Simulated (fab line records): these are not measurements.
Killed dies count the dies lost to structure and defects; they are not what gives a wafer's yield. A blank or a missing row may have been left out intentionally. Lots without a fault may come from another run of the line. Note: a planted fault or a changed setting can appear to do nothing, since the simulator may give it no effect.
Chamber matching ; flow nand harc ; NHARC_P_BONDPAD_DESCUM_11 on rie diel-06 has 4 sister chambers
The step chemistry O2, time 3 s. 4 wafers are shown with their chamber, then 12 later ones without.

WAFERS WITH THEIR CHAMBER
wafer;chamber;rf vpp V (V)
L085.1;0;58.8
L085.4;2;57.7
L086.4;3;58.7
L086.5;1;57.7

WAFERS WITHOUT THEIR CHAMBER
wafer;rf vpp V (V)
L087.1;57.4
L087.2;59.1
L087.4;56.3
L089.1;59.4
L089.2;59.7
L089.5;58.0
L092.1;59.6
L092.3;57.3
L092.4;57.4
L096.1;60.2
L096.2;57.8
L096.4;59.6

THE CHAMBER EACH PASSED THROUGH
wafer;from the rows above;in truth
L087.1;can't be placed: 1 or 2 or 3 or 0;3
L087.2;can't be placed: 0 or 3 or 1 or 2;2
L087.4;can't be placed: 1 or 2 or 3 or 0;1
L089.1;can't be placed: 0 or 3 or 1 or 2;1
L089.2;can't be placed: 0 or 3 or 1 or 2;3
L089.5;can't be placed: 1 or 2 or 3 or 0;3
L092.1;can't be placed: 0 or 3 or 1 or 2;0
L092.3;can't be placed: 1 or 2 or 3 or 0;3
L092.4;can't be placed: 1 or 2 or 3 or 0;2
L096.1;can't be placed: 0 or 3 or 1 or 2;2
L096.2;can't be placed: 1 or 2 or 3 or 0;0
L096.4;can't be placed: 0 or 3 or 1 or 2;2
Placed correctly: 0 of 12. From these rows, 12 cannot be placed; in 12 the true chamber is one of the candidates. 0 placed wrongly.
How it was worked out, from the rows above alone: a wafer's distance from a chamber is the root of the sum, over the readings, of the square of ((its reading less the chamber's mean) divided by the reading's scatter). If the next closest chamber is less than 2 further off than the closest, the wafer can't be placed; otherwise it belongs to the closest. A chamber's mean is the mean of its shown wafers. The scatter: with one shown wafer a chamber, the root of the mean of the squares of how far each hidden wafer lies from its nearest shown one.
